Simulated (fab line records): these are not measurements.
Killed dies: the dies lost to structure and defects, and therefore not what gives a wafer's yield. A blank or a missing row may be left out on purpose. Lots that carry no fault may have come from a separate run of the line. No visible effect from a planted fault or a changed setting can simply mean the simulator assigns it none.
Chamber matching + flow n5Finfet + 3 sister chambers for N5_BEOL_M12_ILD_DEP_00 on pecvd-01
The step deposits SiOC from DEMS/O2, target thk 658.92 nm, time 130.7 s. 3 wafers are shown with their chamber, then 8 later ones without.

## WAFERS, EACH WITH ITS CHAMBER
| wafer  | chamber | throttleValvePct (%) |
|--------|---------|----------------------|
| L085.5 | 2       | 12.2                 |
| L091.5 | 0       | 12.8                 |
| L092.1 | 1       | 12.8                 |

## WAFERS WHOSE CHAMBER IS MISSING
| wafer  | throttleValvePct (%) |
|--------|----------------------|
| L092.4 | 12.9                 |
| L092.6 | 12.6                 |
| L095.1 | 12.6                 |
| L095.5 | 12.2                 |
| L095.6 | 12.8                 |
| L096.1 | 12.4                 |
| L096.2 | 12.7                 |
| L096.4 | 12.6                 |

## EACH ONE'S CHAMBER
| wafer  | from the rows above          | in truth |
|--------|------------------------------|----------|
| L092.4 | can't be placed: 0 or 1      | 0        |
| L092.6 | can't be placed: 0 or 1 or 2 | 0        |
| L095.1 | can't be placed: 0 or 1 or 2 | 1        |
| L095.5 | 2                            | 2        |
| L095.6 | can't be placed: 0 or 1      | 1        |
| L096.1 | can't be placed: 2 or 0 or 1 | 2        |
| L096.2 | can't be placed: 0 or 1      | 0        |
| L096.4 | can't be placed: 0 or 1 or 2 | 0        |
Placed correctly: 1 of 8. Can't be placed from these rows: 7 (the true chamber is among the candidates in 7). Placed wrongly: 0.
How it was worked out, from the rows above alone: a wafer's distance from a chamber is the root of the sum, over the readings, of the square of ((its reading less the chamber's mean) divided by the reading's scatter). The wafer belongs to the nearest chamber; if the next one is less than 2 further off, it can't be placed. Each chamber's mean is taken over the wafers shown for it. The scatter: with one shown wafer a chamber, the root of the mean of the squares of how far each hidden wafer lies from its nearest shown one.
